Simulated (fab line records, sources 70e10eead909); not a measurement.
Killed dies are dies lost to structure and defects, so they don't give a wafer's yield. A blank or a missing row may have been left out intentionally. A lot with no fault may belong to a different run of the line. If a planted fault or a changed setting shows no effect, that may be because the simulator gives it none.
What tool caused it? -- flow nandHarc -- 24 lots, 72 wafers sampled, at 6 steps of a route of 1302

== WHAT THE GAUGES READ, wafer by wafer ==
NHARC_P_M2_INSPECT_11.
lot,measured,on,rawDefectCount
L074,day 6 13:59,defectInspect-01,7 4 5
L075,day 6 17:30,defectInspect-01,8 7 4
L076,day 7 07:31,defectInspect-01,7 5 6
L077,day 7 19:02,defectInspect-01,2 5 8
L078,day 7 20:08,defectInspect-01,1 7 1
L079,day 8 09:38,defectInspect-02,11 6 8
L080,day 9 00:17,defectInspect-02,6 5 6
L081,day 9 19:19,defectInspect-01,8 6 5
L082,day 10 04:07,defectInspect-01,4 2 8
L083,day 10 05:49,defectInspect-02,4 9 2
L084,day 11 01:07,defectInspect-01,5 5 5
L085,day 11 08:59,defectInspect-02,3 12 4
L086,day 11 12:44,defectInspect-01,6 5 4
L087,day 11 17:22,defectInspect-02,5 4 4
L088,day 12 09:47,defectInspect-01,3 4 6
L089,day 12 10:06,defectInspect-02,3 4 4
L090,day 13 07:18,defectInspect-01,5 7 8
L091,day 13 09:25,defectInspect-01,5 4 8
L092,day 13 17:35,defectInspect-01,6 7 8
L093,day 14 05:17,defectInspect-02,4 6 9
L094,day 14 21:04,defectInspect-01,4 1 4
L095,day 15 00:31,defectInspect-02,5 8 2
L096,day 15 13:29,defectInspect-01,7 6 3
L097,day 15 23:18,defectInspect-02,5 9 4

NHARC_P_M2_INSPECT_27.
lot,measured,on,rawDefectCount
L074,day 6 16:37,defectInspect-02,316 211 244
L075,day 6 20:07,defectInspect-01,292 176 192
L076,day 7 10:09,defectInspect-02,309 276 330
L077,day 7 21:40,defectInspect-02,207 269 134
L078,day 7 23:15,defectInspect-01,216 295 234
L079,day 8 12:19,defectInspect-02,273 376 322
L080,day 9 02:55,defectInspect-01,149 263 182
L081,day 9 21:57,defectInspect-02,417 368 337
L082,day 10 06:45,defectInspect-01,272 311 296
L083,day 10 08:28,defectInspect-01,651 336 592
L084,day 11 03:46,defectInspect-02,499 662 362
L085,day 11 12:44,defectInspect-02,227 206 358
L086,day 11 15:21,defectInspect-02,386 373 327
L087,day 11 20:02,defectInspect-02,561 394 411
L088,day 12 12:25,defectInspect-02,491 246 387
L089,day 12 12:44,defectInspect-01,245 242 273
L090,day 13 10:07,defectInspect-01,238 293 203
L091,day 13 12:03,defectInspect-02,251 247 260
L092,day 13 20:14,defectInspect-01,223 199 165
L093,day 14 07:55,defectInspect-02,213 213 168
L094,day 14 23:44,defectInspect-01,229 296 208
L095,day 15 03:10,defectInspect-02,122 144 253
L096,day 15 16:07,defectInspect-01,335 730 288
L097,day 16 01:56,defectInspect-02,369 342 256

NHARC_A_START_INSPECT_01.
lot,measured,on,rawDefectCount
L074,day 6 21:46,defectInspect-01,4 2 5
L075,day 7 01:13,defectInspect-02,3 6 1
L076,day 7 15:04,defectInspect-01,5 3 2
L077,day 8 02:42,defectInspect-01,3 5 1
L078,day 8 04:16,defectInspect-01,3 2 1
L079,day 8 17:19,defectInspect-01,5 2 0
L080,day 9 07:46,defectInspect-01,1 4 3
L081,day 10 03:01,defectInspect-01,5 5 3
L082,day 10 11:50,defectInspect-01,4 5 6
L083,day 10 13:25,defectInspect-02,4 6 4
L084,day 11 08:50,defectInspect-01,4 6 2
L085,day 11 17:52,defectInspect-01,5 1 3
L086,day 11 20:19,defectInspect-01,2 3 6
L087,day 12 01:05,defectInspect-02,3 2 3
L088,day 12 17:36,defectInspect-02,4 5 1
L089,day 12 17:52,defectInspect-01,8 3 0
L090,day 13 15:10,defectInspect-02,4 0 3
L091,day 13 17:01,defectInspect-01,1 4 2
L092,day 14 01:32,defectInspect-02,4 6 1
L093,day 14 12:52,defectInspect-02,8 0 2
L094,day 15 04:51,defectInspect-02,4 1 11
L095,day 15 08:29,defectInspect-01,2 3 4
L096,day 15 21:04,defectInspect-02,7 3 5
L097,day 16 06:49,defectInspect-02,7 5 2

== EACH LOT AND THE TOOL THAT RAN IT (in order: tool; ch and the chambers of the sampled wafers; start) ==
lot,NHARC_P_M2_DEP_33,NHARC_P_BONDPAD_DEP_00,NHARC_P_BONDPAD_PRE_CLEAN_26
L074,"pecvd-04 ch 0,1,2, day 6 16:56","pecvd-03 ch 1,2, day 6 17:23","pvdSputter-03, day 6 21:46 or earlier"
L075,"pecvd-03 ch 0,1,2, day 6 20:19","pecvd-04 ch 0,2, day 6 20:48","pvdSputter-01, day 7 01:13 or earlier"
L076,"pecvd-03 ch 0,1,2, day 7 10:18","pecvd-01 ch 0,1,2, day 7 10:43","pvdSputter-01, day 7 15:04 or earlier"
L077,"pecvd-03 ch 0,2, day 7 21:49","pecvd-04 ch 0,1, day 7 22:14","pvdSputter-01, day 8 02:42 or earlier"
L078,"pecvd-03 ch 0,1, day 7 23:23","pecvd-04 ch 0,1, day 7 23:48","pvdSputter-02, day 8 04:16 or earlier"
L079,"pecvd-03 ch 0,1,2, day 8 12:28","pecvd-01 ch 0,2, day 8 12:56","pvdSputter-01, day 8 17:19 or earlier"
L080,"pecvd-01 ch 1,2, day 9 03:06","pecvd-01 ch 0,1, day 9 07:46 or earlier","pvdSputter-03, day 9 07:46 or earlier"
L081,"pecvd-04 ch 1,2, day 9 22:05","pecvd-03 ch 0,2, day 9 22:36","pvdSputter-02, day 10 03:01 or earlier"
L082,"pecvd-04 ch 0,2, day 10 06:53","pecvd-03 ch 0,1, day 10 07:21","pvdSputter-02, day 10 11:50 or earlier"
L083,"pecvd-01 ch 0,1,2, day 10 08:37","pecvd-03 ch 1,2, day 10 09:01","pvdSputter-03, day 10 13:25 or earlier"
L084,"pecvd-01 ch 1,2, day 11 04:01","pecvd-03 ch 0,2, day 11 04:26","pvdSputter-03, day 11 08:50 or earlier"
L085,"pecvd-04 ch 0,2, day 11 12:55","pecvd-01 ch 1,2, day 11 13:21","pvdSputter-01, day 11 17:52 or earlier"
L086,"pecvd-04 ch 1,2, day 11 15:35","pecvd-03 ch 1,2, day 11 15:55","pvdSputter-02, day 11 20:19 or earlier"
L087,"pecvd-03 ch 1,2, day 11 20:11","pecvd-04 ch 1,2, day 11 20:41","pvdSputter-02, day 12 01:05 or earlier"
L088,"pecvd-01 ch 0,2, day 12 12:37","pecvd-03 ch 0,1,2, day 12 13:08","pvdSputter-01, day 12 17:36 or earlier"
L089,"pecvd-03 ch 0,1, day 12 12:58","pecvd-01 ch 0,1, day 12 13:18","pvdSputter-03, day 12 17:52 or earlier"
L090,"pecvd-01 ch 0,1, day 13 10:21","pecvd-04 ch 0,2, day 13 10:43","pvdSputter-02, day 13 15:10 or earlier"
L091,"pecvd-04 ch 0,1,2, day 13 12:17","pecvd-04 ch 0,1, day 13 17:01 or earlier","pvdSputter-02, day 13 17:01 or earlier"
L092,"pecvd-03 ch 0,1, day 13 20:28","pecvd-03 ch 0,1,2, day 14 01:32 or earlier","pvdSputter-03, day 14 01:32 or earlier"
L093,"pecvd-03 ch 0,2, day 14 08:04","pecvd-04 ch 0,2, day 14 08:29","pvdSputter-03, day 14 12:52 or earlier"
L094,"pecvd-03 ch 0,1,2, day 14 23:53","pecvd-01 ch 0,2, day 15 00:20","pvdSputter-03, day 15 04:51 or earlier"
L095,"pecvd-03 ch 0,1,2, day 15 03:26","pecvd-01 ch 0,1,2, day 15 03:52","pvdSputter-01, day 15 08:29 or earlier"
L096,"pecvd-03 ch 0,1,2, day 15 16:16","pecvd-04 ch 0,1, day 15 16:41","pvdSputter-01, day 15 21:04 or earlier"
L097,"pecvd-03 ch 1,2, day 16 02:04","pecvd-01 ch 0,2, day 16 02:29","pvdSputter-01, day 16 06:49 or earlier"
- NHARC_P_M2_DEP_33: deposits SiCN, target thk 30 nm.
- NHARC_P_BONDPAD_DEP_00: deposits SiCN, target thk 250 nm.
- NHARC_P_BONDPAD_PRE_CLEAN_26: time 30 s.

== AS READ BY THE TOOLS THEMSELVES (means over the sampled wafers that have a number; for cases with no such wafer, the mark the record gives instead) ==
NHARC_P_M2_DEP_33.
lot,tool,heaterPowerW (W)
L074,pecvd-04,578
L075,pecvd-03,494
L076,pecvd-03,476
L077,pecvd-03,481
L078,pecvd-03,514
L079,pecvd-03,511
L080,pecvd-01,614
L081,pecvd-04,694
L082,pecvd-04,629
L083,pecvd-01,584
L084,pecvd-01,659
L085,pecvd-04,515
L086,pecvd-04,662
L087,pecvd-03,499
L088,pecvd-01,516
L089,pecvd-03,590
L090,pecvd-01,547
L091,pecvd-04,635
L092,pecvd-03,535
L093,pecvd-03,472
L094,pecvd-03,529
L095,pecvd-03,520
L096,pecvd-03,528
L097,pecvd-03,551

NHARC_P_BONDPAD_DEP_00.
lot,tool,heaterPowerW (W)
L074,pecvd-03,499
L075,pecvd-04,548
L076,pecvd-01,621
L077,pecvd-04,565
L078,pecvd-04,618
L079,pecvd-01,571
L080,pecvd-01,610
L081,pecvd-03,435
L082,pecvd-03,554
L083,pecvd-03,522
L084,pecvd-03,473
L085,pecvd-01,567
L086,pecvd-03,552
L087,pecvd-04,664
L088,pecvd-03,525
L089,pecvd-01,598
L090,pecvd-04,602
L091,pecvd-04,595
L092,pecvd-03,550
L093,pecvd-04,537
L094,pecvd-01,544
L095,pecvd-01,561
L096,pecvd-04,579
L097,pecvd-01,517

NHARC_P_BONDPAD_PRE_CLEAN_26.
lot,tool,heaterPowerW (W)
L074,pvdSputter-03,418
L075,pvdSputter-01,444
L076,pvdSputter-01,392
L077,pvdSputter-01,424
L078,pvdSputter-02,444
L079,pvdSputter-01,414
L080,pvdSputter-03,398
L081,pvdSputter-02,374
L082,pvdSputter-02,394
L083,pvdSputter-03,390
L084,pvdSputter-03,421
L085,pvdSputter-01,394
L086,pvdSputter-02,449
L087,pvdSputter-02,387
L088,pvdSputter-01,418
L089,pvdSputter-03,378
L090,pvdSputter-02,443
L091,pvdSputter-02,379
L092,pvdSputter-03,412
L093,pvdSputter-03,416
L094,pvdSputter-03,390
L095,pvdSputter-01,422
L096,pvdSputter-01,416
L097,pvdSputter-01,387

== THE ANSWER, worked out from the rows above alone ==
Rule: what is usual is taken from the lots themselves. Put in order of their means at a reading, lots are off if they are a third of the lots or fewer, leave a main group of 4 or more, and stand apart from it by a gap of 3 or more times the standard deviation of the main group's means; of several such gaps the widest counts. Not used: any main group whose means are identical at the precision the tables above print for the reading. Also off: a lot with no number at a reading for which 4 or more lots have one. The other lots that the step has rows for count as sound. The gauges are gone through in route order, then the tools' own readings, and for those a lot's mean is taken as printed above. At the first step where some lot is off, the reading lying furthest off is the one used; lots without a number count as furthest.
No lot is off on any of the readings shown, so nothing can be concluded from this.

== WHAT HAD BEEN PUT IN BY THE SIMULATOR ==
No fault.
